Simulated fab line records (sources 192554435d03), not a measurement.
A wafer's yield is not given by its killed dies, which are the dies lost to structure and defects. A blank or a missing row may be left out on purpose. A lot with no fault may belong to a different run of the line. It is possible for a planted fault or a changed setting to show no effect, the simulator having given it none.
fab line records + flow n5-finfet
record
- lots=4
- wafers=12
- last-day=17
route steps=1938 shown BEOL_M8@1395 BEOL_M9@1401 PASSIVATION@1936
lots untouched by any fault: they come from a run of this same line in which no faults occurred
start-h: hours from the record's first day to the start of the lot's first wafer shown + wait-h: hours from the lot's prior step to this one + " identical to the entry in the row above + L1.1+2: one row covering several wafers at once + - value missing, or start not given + * or withheld: withheld + < > ~ a bound
route shown NAME@n: a module of which the file shows steps, and the number in the route of the first + usual: mean and standard deviation over wafers with no fault + same: alike in all rows + chamber/n: place in a boat + sites: the reading at each site + _std_site: standard deviation of those values + _edge_site: mean of outer sites minus mean of inner sites + radius-mm: how far each site lies from the wafer's centre + mask NAME#n: copy n + behind: the most recent tool/chamber to have shaped the wafer + hold: why the lot was held/for how many hours/how that ended + device: the transistor (n, p or np) that didn't switch + end of line: the route-end tests of the same wafers + step lacking rows: just its recipe + killed: the dies lost at the first sort to structure and to defects; this is not the yield of the wafer + map: shows each die of a wafer: x if killed, . if not, _ if none is there
set.NAME: the run value of the setting; set.NAME@STEP: its run value at that earlier step + model.NAME: the simulator's own value behind a step, which no gauge read
lots seen at some steps along the route; tables by step, rows by wafer
services: when a tool's chamber went out of use (start-h, in hours from the record's first day, below 0 if earlier), for how many hours, and the reason
## steps
# step N5_BEOL_M8_CMP_52
# recipe
- stop-on=SiCOH_lowk
- t-overpolish-s=6.9
- down-force-psi=1
- platen-rpm=50
- clearing-platen-down-force-psi=1.5
- clearing-platen-rpm=50
- post-cmp-clean=cu-alkaline
- target-thk-nm=80
- clearing-platen-pad-velocity-m-s=0.99484
- pad-velocity-m-s=0.99484
# step N5_BEOL_M8_PRE_CLEAN_55
# recipe
- gas=NH3
- time-s=15
- temp-c=withheld
- rf-power-w=300
# step N5_BEOL_M8_DEP_56
# recipe
- material=SiCN
- target-thk-a=100
- temp-c=withheld
- precursor=3MS/NH3
- pressure-torr=3
- rf-w=202
- time-s=17.5
# step N5_BEOL_M9_ILD_DEP_00
# recipe
- material=SiCOH_lowk
- target-thk-a=3085.1
- temp-c=300
- precursor=DEMS/porogen
- pressure-torr=5
- rf-w=500
- time-s=58
# step N5_BEOL_M9_CURE_71
# recipe
- temp-c=385
- time-s=240
- ambient=He/Ar
- material=SiCOH_lowk
# step N5_BEOL_M9_PECVD_70
# recipe
- material=SiO2
- target-thk-a=200
- temp-c=400
- precursor=TEOS/O2
- pressure-torr=5.5
- rf-w=450
- teos-flow-sccm=53.8
- gas=O2
- flow-sccm=3000
- time-s=22.7
# step N5_BEOL_M9_HM_DEP_02
# recipe
- material=TiN
- target-thk-a=200
- temp-c=25
- chamber-pressure-pa=0.49996
# step N5_BEOL_M9_COAT_59
# recipe
- resist=SOC
- temp-c=250
- time-s=60
- spin-rpm=1500
- resist-thk-nm=100
# step N5_BEOL_M9_COAT_60
# recipe
- resist=SiARC
- temp-c=220
- time-s=60
- spin-rpm=1500
- resist-thk-nm=30
# usual
- exhaust-pa=45.0/0.97
- spin-speed-rpm=1500.2/1.1
| lot.wafer | tool           | chamber | start-h | wait-h | exhaust-pa | spin-speed-rpm | model.SiARC_of_BEOL_M9_COAT_60.thk-nm |
|-----------|----------------|---------|---------|--------|------------|----------------|---------------------------------------|
| L841.2    | litho-track-03 | 0       | 219.91  | -      | 45.0       | 1745.7         | 27.8                                  |
| L841.4    | "              | 0       | "       | "      | 44.5       | 1744.3         | 27.8                                  |
| L841.6    | "              | 0       | "       | "      | 44.4       | 1746.9         | 27.8                                  |
| L843.2    | litho-track-03 | 0       | 232.21  | -      | 44.0       | 1744.4         | 27.8                                  |
| L843.3    | "              | 0       | "       | "      | 44.7       | 1742.2         | 27.8                                  |
| L843.4    | "              | 0       | "       | "      | 44.2       | 1746.9         | 27.8                                  |
| L855.1    | litho-track-03 | 0       | 311.58  | -      | 43.6       | 1500.2         | 30                                    |
| L855.3    | "              | 0       | "       | "      | 43.2       | 1496.4         | 30                                    |
| L855.6    | "              | 0       | "       | "      | 44.4       | 1500.8         | 30                                    |
| L857.1    | litho-track-01 | 0       | 329.28  | -      | 45.1       | 1500.0         | 30                                    |
| L857.2    | "              | 0       | "       | "      | 45.0       | 1500.4         | 29.8                                  |
| L857.3    | "              | 0       | "       | "      | 44.1       | 1498.8         | 29.8                                  |
# step N5_BEOL_M9_COAT_05
# recipe
- resist=CAR-ArF
- spin-rpm=1500
- resist-thk-nm=90
# step N5_BEOL_M9_EBR_07
# recipe
- solvent=PGMEA
- ebr-width-mm=1.5
# step N5_BEOL_M9_SOFTBAKE_06
# recipe
- temp-c=110
- time-s=60
- resist=CAR-ArF
# step N5_BEOL_M9_EXPOSE_08
# recipe
- mask-id=M9
- na=1.35
- source-shape=dipole
- sigma-inner=0.411
- sigma-outer=0.611
- polarization=te
- dose-mj=53.75
# step N5_BEOL_M9_PEB_09
# recipe
- peb-temp-c=withheld
- peb-time-s=60
- resist=CAR-ArF
# step N5_BEOL_M9_DEVELOP_10
# recipe
- develop-time-s=30
- developer=TMAH
- resist=CAR-ArF
- rinse-liquid=diw
- dry=air-spin
- dev-temp-c=23
# step N5_BEOL_M9_DESCUM_16
# recipe
- chemistry=O2
- time-s=7.9
- source-power-w=50
- bias-power-w=20
- pressure-mtorr=20
- rf-frequency-hz=2.712e+07
- temp-c=40
- resist=CAR-ArF
- o2-flow-sccm=225
# step N5_BEOL_M9_ETCH_61
# recipe
- chemistry=CF4
- target=SiARC
- target-depth-a=390
- mask-material=CAR-ArF
- time-s=65
- ion-energy-ev=80
- pressure-mtorr=40
- source-w=545
- bias-w=36
- Ar_flow_sccm=100
- cf4-flow-sccm=100
- ends=cleared
# usual
- cf4-flow-sccm=99.98/0.26
- drypump-motor-current-A=5.6/0.43
- etch-rf-on-time-s=64.5/1.3
- oes-product-au=0.69/0.085
- rf-vpp-V=183.6/1.1
- showerhead-plenum-p-Torr=2.11/0.068
- throttle-valve-pct=15.47/0.2
| lot.wafer | tool        | chamber | start-h | wait-h | cf4-flow-sccm | drypump-motor-current-A | etch-rf-on-time-s | oes-product-au | rf-hours-counter-h | rf-vpp-V | showerhead-plenum-p-Torr | throttle-valve-pct | model.etch.depth-nm | model.CAR-ArF_of_BEOL_M9_COAT_05.thk-nm |
|-----------|-------------|---------|---------|--------|---------------|-------------------------|-------------------|----------------|--------------------|----------|--------------------------|--------------------|---------------------|-----------------------------------------|
| L841.2    | rie-diel-03 | 2       | 221.12  | 0.0    | 99.79         | 5.0                     | 58.9              | 0.79           | 16                 | 185.7    | 2.18                     | 15.26              | 27.85               | 57.4                                    |
| L841.4    | "           | 3       | "       | "      | 100.01        | 5.7                     | 61.1              | 0.57           | -                  | 184.0    | 2.12                     | 15.88              | 27.82               | 57.4                                    |
| L841.6    | "           | 2       | "       | "      | 99.76         | 5.0                     | 59.2              | 0.79           | -                  | 183.6    | 2.18                     | 15.26              | 27.8                | 57.8                                    |
| L843.2    | rie-diel-03 | 0       | 233.19  | 0.0    | 99.80         | 6.0                     | 59.4              | 0.57           | 256                | 183.4    | 2.09                     | 15.48              | 27.71               | 57.6                                    |
| L843.3    | "           | 3       | "       | "      | 99.56         | 5.7                     | 59.8              | 0.57           | 254                | 182.6    | 2.12                     | 15.88              | 27.73               | 57.8                                    |
| L843.4    | "           | 3       | "       | "      | 100.04        | 5.7                     | 60.5              | 0.57           | -                  | 182.5    | 2.12                     | 15.89              | 27.78               | 57.6                                    |
| L855.1    | rie-diel-03 | 0       | 312.04  | 0.0    | 100.18        | 6.0                     | 62.3              | 0.80           | 16                 | 183.1    | 2.09                     | 15.07              | 29.94               | 55                                      |
| L855.3    | "           | 3       | "       | "      | 99.85         | 5.7                     | 63.0              | 0.80           | 9                  | 182.6    | 2.11                     | 15.43              | 29.91               | 55.2                                    |
| L855.6    | "           | 2       | "       | "      | 100.22        | 5.0                     | 64.0              | 0.74           | -                  | 185.5    | 2.17                     | 15.32              | 29.93               | 55.2                                    |
| L857.1    | rie-diel-04 | 0       | 329.77  | 0.0    | 99.46         | 5.7                     | 62.4              | 0.78           | 18                 | 183.9    | 2.09                     | 15.46              | 29.98               | 55.2                                    |
| L857.2    | "           | 1       | "       | "      | 99.71         | 5.7                     | 64.9              | 0.61           | 185                | 183.0    | 1.96                     | 15.47              | 29.89               | 55.4                                    |
| L857.3    | "           | 2       | "       | "      | 99.67         | 6.2                     | 65.4              | 0.70           | 94                 | 183.4    | 2.17                     | 15.22              | 29.86               | 55.6                                    |
# step N5_BEOL_M9_ETCH_62
# recipe
- chemistry=N2/H2
- target=SOC
- target-depth-a=1100
- overetch-a=220
- mask-material=SiARC
- temp-c=40
- time-s=165
- ion-energy-ev=200
- pressure-mtorr=30
- source-w=840
- bias-w=150
- n2-flow-sccm=200
- h2-flow-sccm=200
# usual
- drypump-motor-current-A=5.6/0.43
- oes-product-au=0.68/0.078
- rf-vpp-V=522.7/2.4
- showerhead-plenum-p-Torr=2.51/0.085
- throttle-valve-pct=17.69/0.21
| lot.wafer | tool        | chamber | start-h | wait-h | drypump-motor-current-A | oes-product-au | rf-hours-counter-h | rf-vpp-V | showerhead-plenum-p-Torr | throttle-valve-pct | model.SiARC_of_BEOL_M9_COAT_60.thk-nm |
|-----------|-------------|---------|---------|--------|-------------------------|----------------|--------------------|----------|--------------------------|--------------------|---------------------------------------|
| L841.2    | rie-diel-03 | 2       | 221.17  | 0.0    | 5.1                     | 0.78           | 16                 | 526.3    | 2.61                     | 17.47              | 21                                    |
| L841.4    | "           | 3       | "       | "      | 5.7                     | 0.57           | -                  | 522.8    | 2.52                     | 18.09              | 21.6                                  |
| L841.6    | "           | 2       | "       | "      | 5.1                     | 0.77           | -                  | 526.2    | 2.61                     | 17.48              | 21                                    |
| L843.2    | rie-diel-03 | 0       | 233.24  | 0.0    | 6.0                     | 0.56           | 256                | 521.1    | 2.49                     | 17.60              | 21.4                                  |
| L843.3    | "           | 3       | "       | "      | 5.7                     | 0.57           | 254                | 522.1    | 2.52                     | 18.12              | 21.4                                  |
| L843.4    | "           | 3       | "       | "      | 5.7                     | 0.57           | -                  | 522.1    | 2.52                     | 18.11              | 21.6                                  |
| L855.1    | rie-diel-03 | 0       | 312.09  | 0.0    | 6.0                     | 0.78           | 16                 | 522.5    | 2.48                     | 17.25              | 23.2                                  |
| L855.3    | "           | 3       | "       | "      | 5.7                     | 0.78           | 9                  | 521.2    | 2.51                     | 17.75              | 23.4                                  |
| L855.6    | "           | 2       | "       | "      | 5.1                     | 0.72           | -                  | 525.3    | 2.59                     | 17.54              | 23.2                                  |
| L857.1    | rie-diel-04 | 0       | 329.82  | 0.0    | 5.8                     | 0.76           | 18                 | 523.7    | 2.49                     | 17.84              | 23.2                                  |
| L857.2    | "           | 1       | "       | "      | 5.7                     | 0.61           | 185                | 517.2    | 2.32                     | 17.61              | 23.4                                  |
| L857.3    | "           | 2       | "       | "      | 6.2                     | 0.69           | 94                 | 525.1    | 2.56                     | 17.40              | 23.4                                  |
# step N5_BEOL_M9_STRIP_68
# recipe
- chemistry=N2/H2
- temp-c=40
- n2-flow-sccm=200
- h2-flow-sccm=200
- rf-frequency-hz=6e+07
# step N5_PASSIVATION_PROBE_49
# usual
- defect-limited-yield=91.2/1.6
- killed_at_M0_to_M3=34/11
- killed_at_M4_up=14/5.7
- killed-at-contacts=14/6.6
- killed-at-front-end=37/10
- killed-at-other=4/3.2
- killed-dies=104/19
- killed-on-rim=14/4.1
- killed-open=69/13
- killed-short=33/8.7
- sort_bin_5_function=5.1/1
- sort_bin_6_memory=3.3/0.76
- sort-n-pass=1076/19
- sort-yield-pct=91.2/1.6
# same
- gross-dies=1180
- killed-at-back-side=0
- sort_bin_4_leakage[%]=0
- sort_bin_8_speed[%]=0
| lot.wafer | tool      | chamber | start-h | wait-h | defect-limited-yield[%] | killed_at_M0_to_M3 | killed_at_M4_up | killed-at-contacts | killed-at-front-end | killed-at-other | killed-dies | killed-on-rim | killed-open | killed-short | sort_bin_5_function[%] | sort_bin_6_memory[%] | sort-n-pass | sort-yield-pct[%] |
|-----------|-----------|---------|---------|--------|-------------------------|--------------------|-----------------|--------------------|---------------------|-----------------|-------------|---------------|-------------|--------------|------------------------|----------------------|-------------|-------------------|
| L843.2    | prober-02 | -       | 291.58  | 0.1    | 93.6                    | 30                 | 14              | 8                  | 22                  | 1               | 75          | 7             | 50          | 24           | 3.8                    | 2.5                  | 1105        | 93.6              |
| L843.3    | prober-02 | -       | 291.63  | 0.1    | 92.6                    | 29                 | 14              | 19                 | 23                  | 2               | 87          | 12            | 62          | 25           | 4.4                    | 2.5                  | 1093        | 92.6              |
| L843.4    | prober-02 | -       | 291.68  | 0.2    | 93.6                    | 28                 | 4               | 10                 | 32                  | 2               | 76          | 9             | 49          | 27           | 3.9                    | 2.4                  | 1104        | 93.6              |
| L855.1    | prober-02 | -       | 373.93  | 0.0    | 91.4                    | 28                 | 15              | 12                 | 46                  | 0               | 101         | 11            | 66          | 34           | 4.7                    | 3.6                  | 1079        | 91.4              |
| L855.3    | prober-02 | -       | 374.03  | 0.1    | 90.8                    | 25                 | 18              | 16                 | 48                  | 1               | 108         | 14            | 84          | 24           | 6.0                    | 3.0                  | 1072        | 90.8              |
| L855.6    | prober-02 | -       | 374.18  | 0.3    | 91.8                    | 32                 | 13              | 13                 | 39                  | 0               | 97          | 12            | 71          | 25           | 5.0                    | 3.1                  | 1083        | 91.8              |
| L857.1    | prober-01 | -       | 395.73  | 0.0    | 91.8                    | 40                 | 8               | 7                  | 40                  | 2               | 97          | 10            | 63          | 33           | 4.7                    | 3.2                  | 1083        | 91.8              |
| L857.2    | prober-01 | -       | 395.78  | 0.1    | 90.7                    | 33                 | 12              | 14                 | 46                  | 5               | 110         | 17            | 76          | 28           | 5.6                    | 2.9                  | 1070        | 90.7              |
| L857.3    | prober-01 | -       | 395.83  | 0.1    | 90.6                    | 48                 | 15              | 9                  | 36                  | 3               | 111         | 16            | 79          | 28           | 5.3                    | 3.5                  | 1069        | 90.6              |
# killed by level:class
L843.2 MOL_CONTACT_COAG:geometric-particle:open=6 BEOL_M0_SAQP:geometric-particle:open=6 BEOL_M2:geometric-particle:open=6 BEOL_M1:geometric-particle:open=5 STARTING-WAFER:geometric-particle:open=5 GATE_CUT:geometric-particle:short=4 BEOL_M0_SAQP:geometric-particle:short=4 BEOL_M3:geometric-particle:open=4
L843.3 MOL_CONTACT_COAG:geometric-particle:open=19 BEOL_M0_SAQP:geometric-particle:short=9 STI_FIN_REVEAL:geometric-particle:open=6 BEOL_M3:geometric-particle:open=6 BEOL_M0:geometric-particle:open=5 FIN_SAQP:geometric-particle:short=4 BEOL_M4:geometric-particle:open=4 FIN_SAQP:geometric-particle:open=3
L843.4 STI_FIN_REVEAL:geometric-particle:open=8 MOL_CONTACT_COAG:geometric-particle:open=8 BEOL_M1:geometric-particle:open=8 FIN_SAQP:geometric-particle:short=6 BEOL_M0_SAQP:geometric-particle:short=5 BEOL_M0:geometric-particle:open=5 GATE_CUT:geometric-particle:short=4 BEOL_M0:geometric-particle:short=4
L855.1 FIN_SAQP:geometric-particle:short=14 MOL_CONTACT_COAG:geometric-particle:open=11 FIN_SAQP:geometric-particle:open=10 BEOL_M1:geometric-particle:open=8 BEOL_M0_SAQP:geometric-particle:open=8 BEOL_M0_SAQP:geometric-particle:short=5 STI_FIN_REVEAL:geometric-particle:open=4 BEOL_M5:geometric-particle:open=4
L855.3 FIN_SAQP:geometric-particle:open=20 MOL_CONTACT_COAG:geometric-particle:open=14 BEOL_M0_SAQP:geometric-particle:open=10 FIN_SAQP:geometric-particle:short=6 BEOL_M0_SAQP:geometric-particle:short=6 STI_FIN_REVEAL:geometric-particle:open=5 BEOL_M4:geometric-particle:open=5 GATE_CUT:geometric-particle:open=4
L855.6 FIN_SAQP:geometric-particle:open=12 STI_FIN_REVEAL:geometric-particle:open=11 MOL_CONTACT_COAG:geometric-particle:open=10 BEOL_M2:geometric-particle:open=7 BEOL_M0_SAQP:geometric-particle:short=6 BEOL_M0_SAQP:geometric-particle:open=5 BEOL_M0:geometric-particle:open=5 FIN_SAQP:geometric-particle:short=4
L857.1 FIN_SAQP:geometric-particle:open=13 BEOL_M3:geometric-particle:open=8 FIN_SAQP:geometric-particle:short=7 BEOL_M2:geometric-particle:open=7 MOL_CONTACT_COAG:geometric-particle:open=6 BEOL_M0_SAQP:geometric-particle:open=6 BEOL_M0_SAQP:geometric-particle:short=5 GATE_CUT:geometric-particle:short=4
L857.2 STI_FIN_REVEAL:geometric-particle:open=13 MOL_CONTACT_COAG:geometric-particle:open=12 FIN_SAQP:geometric-particle:open=9 BEOL_M1:geometric-particle:open=9 BEOL_M3:geometric-particle:open=9 HKMG_FIN:area-etch=5 GATE_CUT:geometric-particle:short=4 BEOL_M0_SAQP:geometric-particle:short=4
L857.3 BEOL_M0_SAQP:geometric-particle:open=12 BEOL_M2:geometric-particle:open=10 FIN_SAQP:geometric-particle:open=9 MOL_CONTACT_COAG:geometric-particle:open=8 BEOL_M3:geometric-particle:open=8 BEOL_M7:geometric-particle:open=6 FIN_SAQP:geometric-particle:short=4 BEOL_M1:geometric-particle:open=4
## services
| tool           | chamber | start-h | hours | kind                          |
|----------------|---------|---------|-------|-------------------------------|
| rie-diel-04    | 3       | 198.65  | 1.7   | repair                        |
| rie-diel-03    | 1       | 213.86  | -     | clean                         |
| rie-diel-03    | 1       | 213.86  | -     | consumable-replace:focus-ring |
| rie-diel-03    | 1       | 213.86  | 20.2  | scheduled-down                |
| rie-diel-03    | 1       | 213.86  | 20.2  | vent-cycle                    |
| litho-track-01 | -       | 218.22  | -     | consumable-replace:filter     |
| rie-diel-03    | 0       | 234.11  | -     | clean                         |
| rie-diel-03    | 0       | 234.11  | -     | consumable-replace:focus-ring |
| rie-diel-03    | 0       | 234.11  | 26.9  | scheduled-down                |
| rie-diel-03    | 0       | 234.11  | 26.9  | vent-cycle                    |
| rie-diel-04    | 0       | 235.68  | -     | clean                         |
| rie-diel-04    | 0       | 235.68  | -     | consumable-replace:focus-ring |
| rie-diel-04    | 0       | 235.68  | 26.3  | scheduled-down                |
| rie-diel-04    | 0       | 235.68  | 26.3  | vent-cycle                    |
| rie-diel-04    | -       | 237.68  | 2.8   | pm                            |
| rie-diel-03    | 3       | 261.00  | -     | clean                         |
| rie-diel-03    | 3       | 261.00  | -     | consumable-replace:focus-ring |
| rie-diel-03    | 3       | 261.00  | 17.3  | scheduled-down                |
| rie-diel-03    | 3       | 261.00  | 17.3  | vent-cycle                    |
| rie-diel-04    | -       | 288.48  | 2.1   | repair                        |
## key
first-sign
- step=N5_BEOL_M9_COAT_60
- reading=spin-speed-rpm
- direction=up
- sigmas=99+
- usual=*
- struck=*
effect
- step=N5_BEOL_M9_ETCH_61
- reading=etch-rf-on-time-s
- direction=down
- sigmas=3.6
- usual=*
- struck=*
model-effect
- step=N5_BEOL_M9_COAT_60
- value=SiARC_of_BEOL_M9_COAT_60.thk-nm
- without=29.97
- struck=27.8
model-effect
- step=N5_BEOL_M9_ETCH_61
- value=etch.depth-nm
- without=29.96
- struck=27.78
model-effect
- step=N5_BEOL_M9_ETCH_62
- value=SiARC_of_BEOL_M9_COAT_60.thk-nm
- without=23.53
- struck=21.33
met-at N5_BEOL_M9_COAT_60
struck-wafers L841.2,L841.4,L841.6,L843.2,L843.3,L843.4
fault
- kind=process-parameter-drift
- tool=litho-track-03
- chamber=-
- onset-h=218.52
- steps=N5_BEOL_M9_COAT_60
- channel=spin-rpm
- offset=*
- shape=step
- end-h=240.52
- acts-in=*
- stated=*
